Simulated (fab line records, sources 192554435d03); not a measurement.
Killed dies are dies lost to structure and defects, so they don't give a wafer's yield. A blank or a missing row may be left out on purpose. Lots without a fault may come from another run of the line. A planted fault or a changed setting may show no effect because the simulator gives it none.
Chamber matching | flow n5_finfet | N5_STI_FIN_REVEAL_ALD_00 on ald_sin-02: 4 sister chambers
The step deposits SiO2, target thk 1 nm, pulse time 1 s. 4 wafers are shown with their chamber, then 9 later ones without.

WAFERS WITH THEIR CHAMBER
wafer  | chamber | heater_power_w (W)
L086.3 | 3       | 424
L086.6 | 0       | 456
L087.1 | 1       | 494
L087.6 | 2       | 501

WAFERS WITHOUT THEIR CHAMBER
wafer  | heater_power_w (W)
L088.1 | 462
L088.4 | 436
L088.5 | 499
L095.1 | 454
L095.3 | 499
L095.6 | 465
L097.1 | 502
L097.2 | 465
L097.3 | 431

WHICH CHAMBER EACH WENT THROUGH
wafer  | from the rows above     | in truth
L088.1 | 0                       | 0
L088.4 | can't be placed: 3 or 0 | 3
L088.5 | can't be placed: 2 or 1 | 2
L095.1 | 0                       | 0
L095.3 | can't be placed: 2 or 1 | 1
L095.6 | 0                       | 0
L097.1 | can't be placed: 2 or 1 | 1
L097.2 | 0                       | 0
L097.3 | 3                       | 3
Placed correctly: 5 of 9. Can't be placed from these rows: 4 (the true chamber is among the candidates in 4). Placed wrongly: 0.
How it was worked out, from the rows above alone: a wafer's distance from a chamber is the root of the sum, over the readings, of the square of ((its reading less the chamber's mean) divided by the reading's scatter). The wafer belongs to the nearest chamber; if the next one is less than 2 further off, it can't be placed. A chamber's mean is the mean of its shown wafers. The scatter: with one shown wafer a chamber, the root of the mean of the squares of how far each hidden wafer lies from its nearest shown one.
